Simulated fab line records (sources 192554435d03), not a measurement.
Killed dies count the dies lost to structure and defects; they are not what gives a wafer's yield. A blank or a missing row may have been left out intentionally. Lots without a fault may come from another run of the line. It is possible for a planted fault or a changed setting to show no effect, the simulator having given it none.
Chamber matching + flow n5-finfet + N5_MOL_CONTACT_COAG_DESCUM_45 on rie-diel-02 has 4 sister chambers
The step chemistry O2, time 7 s. 8 wafers are shown with their chamber, then 12 later ones without.

EACH WAFER AND ITS CHAMBER
| wafer  | chamber | throttle-valve-pct (%) | drypump-motor-current-A (A) |
|--------|---------|------------------------|-----------------------------|
| L083.6 | 3       | 20.48                  | 5.9                         |
| L084.6 | 1       | 20.34                  | 5.9                         |
| L085.1 | 2       | 20.48                  | 5.7                         |
| L085.2 | 0       | 20.82                  | 5.3                         |
| L085.3 | 3       | 20.48                  | 5.9                         |
| L086.2 | 0       | 20.83                  | 5.3                         |
| L086.3 | 2       | 20.50                  | 5.8                         |
| L086.4 | 1       | 20.35                  | 5.9                         |

WAFERS MISSING THEIR CHAMBER
| wafer  | throttle-valve-pct (%) | drypump-motor-current-A (A) |
|--------|------------------------|-----------------------------|
| L088.1 | 20.50                  | 5.8                         |
| L088.4 | 20.50                  | 5.9                         |
| L088.5 | 20.51                  | 5.9                         |
| L089.1 | 20.50                  | 5.8                         |
| L089.5 | 20.50                  | 5.8                         |
| L089.6 | 20.50                  | 5.9                         |
| L091.1 | 20.36                  | 5.9                         |
| L091.2 | 20.51                  | 5.9                         |
| L091.4 | 20.84                  | 5.3                         |
| L097.2 | 20.53                  | 5.9                         |
| L097.3 | 20.37                  | 5.9                         |
| L097.5 | 20.86                  | 5.3                         |

EACH ONE'S CHAMBER
| wafer  | from the rows above     | in truth |
|--------|-------------------------|----------|
| L088.1 | can't be placed: 2 or 3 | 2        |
| L088.4 | 3                       | 3        |
| L088.5 | can't be placed: 3 or 2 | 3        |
| L089.1 | can't be placed: 2 or 3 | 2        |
| L089.5 | can't be placed: 2 or 3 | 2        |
| L089.6 | 3                       | 3        |
| L091.1 | 1                       | 1        |
| L091.2 | can't be placed: 3 or 2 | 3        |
| L091.4 | 0                       | 0        |
| L097.2 | can't be placed: 3 or 2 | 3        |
| L097.3 | 1                       | 1        |
| L097.5 | 0                       | 0        |
6 of 12 placed correctly. Cannot be placed on the basis of these rows: 6; the candidates contain the true chamber in 6. Number placed wrongly: 0.
How it was worked out, from the rows above alone: a wafer's distance from a chamber is the root of the sum, over the readings, of the square of ((its reading less the chamber's mean) divided by the reading's scatter). If the next closest chamber is less than 2 further off than the closest, the wafer can't be placed; otherwise it belongs to the closest. For every chamber, the mean is computed from those of its wafers that are shown. The scatter: the root of (the sum of the squares of (reading less its chamber's mean) over the shown wafers, divided by (wafers less chambers)).
